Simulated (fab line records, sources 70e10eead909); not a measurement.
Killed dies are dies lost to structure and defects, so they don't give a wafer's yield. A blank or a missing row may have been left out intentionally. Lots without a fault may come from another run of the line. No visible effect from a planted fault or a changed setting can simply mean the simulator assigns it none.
Code-filled problem report in 8D (eight disciplines) form / flow nand-harc / the parts of the form that need people (team, actions taken, sign-off) are left out

== 1. WHAT WENT WRONG ==
rf-fwd-power-W at NHARC_A_BONDPAD_ETCH_12 reads a mean of 696.7 W on 9 wafers of 3 lots; wafers without a fault read 496.6 W with a standard deviation of 1.6. So: +99 or more standard deviations from the usual mean.
The step: etches the open film in CHF3/O2, target depth 220 nm, time 110 s.
Seen first at day 22 19:04 on rie-diel-10, wafer L899.2. Wafers with a number at this step in the record: 36, from 12 lots. Rule for "out", or "out of limits": more than 4 standard deviations from the usual mean. Any other wafer with a number is counted as sound.

== 2. WHAT IT IS AND WHAT IT IS NOT ==
question=which readings at this step; is=rf-fwd-power-W, oes-product-au; is not=drypump-motor-current-A, rf-vpp-V, showerhead-plenum-p-Torr
question=which lots; is=L899, L900, L901; is not=L879, L880, L881, L883, L884, L885, L886, L889, L892
question=which wafers of those lots; is=all that have a number; is not=-
question=read on which tools; is=rie-diel-10; is not=rie-diel-08
question=when; is=from day 22 19:04; is not=up to then (27 sound wafers)

== 3. WHAT RULES OUT EACH SUSPECT ==
Counting: a tool stays on the suspect list if, at a process step up to the reading, it processed all lots that are out and no sound lot following the first of them.
- rie-diel-10 at NHARC_A_BONDPAD_ETCH_12 (etches the open film in CHF3/O2, target depth 220 nm, time 110 s): kept. It ran every lot that is out, first L899 (day 22 19:04), and no sound lot after that; its last sound lot up to then is L892 (day 20 19:26). Its own oes-product-au, rf-fwd-power-W readings are out on those wafers.
Left after counting: rie-diel-10 at NHARC_A_BONDPAD_ETCH_12.

== 4. THE CAUSE (what the simulator had put in) ==
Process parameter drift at NHARC_A_BONDPAD_ETCH_12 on rie-diel-10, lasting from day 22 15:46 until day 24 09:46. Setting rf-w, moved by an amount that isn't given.
Only this tool survived the counting.

== 5. SEQUENCE OF EFFECTS, ordered by route ==
One row per reading whose mean, taken over the struck wafers that have a number, lies over 3 standard deviations from the usual. Scope: only readings with a usual standard deviation given in the record; hours: median across lots of the time from each lot's start at the first step in this table that gives one to its start at this step; sigmas: change in usual standard deviations.
hours=0; step=NHARC_A_BONDPAD_ETCH_12; reading=oes-product-au; usual=0.950 a.u.; on struck wafers=1.187; change=+0.237; sigmas=+9.9
hours=0; step=NHARC_A_BONDPAD_ETCH_12; reading=rf-fwd-power-W; usual=496.6 W; on struck wafers=696.7; change=+200.1; sigmas=+99 or more
Here are the process steps it includes:
- NHARC_A_BONDPAD_ETCH_12: etches the open film in CHF3/O2, target depth 220 nm, time 110 s.
Later steps that measure or inspect, where all struck wafers having a row at the step show a number for every such reading and not one has moved that far: NHARC_END_SORT_01.

== 6. HOW IT WOULD HAVE BEEN CAUGHT EARLIER ==
In this record no reading fell out of limits until day 22 19:04, 3 hours after the fault had begun at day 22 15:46.
